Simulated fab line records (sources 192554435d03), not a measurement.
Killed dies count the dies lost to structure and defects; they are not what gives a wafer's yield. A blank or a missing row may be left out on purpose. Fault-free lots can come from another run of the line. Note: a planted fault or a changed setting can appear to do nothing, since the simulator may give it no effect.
Matching of chambers ; flow n5_finfet ; N5_SDB_ETCH_18 on rie_diel-01 has 4 sister chambers
The step etches SOC in N2/H2, target depth 100 nm, overetch 20 nm, time 150 s. 8 wafers are shown with their chamber, then 7 later ones without.

EACH WAFER AND ITS CHAMBER
wafer;chamber;showerhead_plenum_p_Torr (Torr);throttle_valve_pct (%)
L075.5;0;2.42;17.7
L078.2;0;2.42;17.7
L079.2;3;2.64;17.7
L079.6;1;2.59;17.2
L081.1;1;2.58;17.2
L081.5;2;2.52;17.9
L084.1;3;2.63;17.7
L084.2;2;2.51;18.0

WAFERS WHOSE CHAMBER IS MISSING
wafer;showerhead_plenum_p_Torr (Torr);throttle_valve_pct (%)
L084.5;2.41;17.7
L088.1;2.58;17.2
L088.4;2.41;17.7
L088.5;2.63;17.8
L097.1;2.62;17.8
L097.2;2.51;17.6
L097.3;2.40;17.7

WHICH CHAMBER EACH ONE RAN IN
wafer;from the rows above;in truth
L084.5;0;0
L088.1;1;1
L088.4;0;0
L088.5;3;3
L097.1;3;3
L097.2;2;2
L097.3;0;0
Correctly placed: 7 of 7. Not placeable from these rows: 0. Number placed wrongly: 0.
How it was worked out, from the rows above alone: a wafer's distance from a chamber is the root of the sum, over the readings, of the square of ((its reading less the chamber's mean) divided by the reading's scatter). If the next closest chamber is less than 2 further off than the closest, the wafer can't be placed; otherwise it belongs to the closest. Each chamber's mean is taken over the wafers shown for it. How the scatter is found: for the shown wafers, subtract from each reading the mean of its chamber, square and add these, divide the total by (wafers less chambers), then take the root.
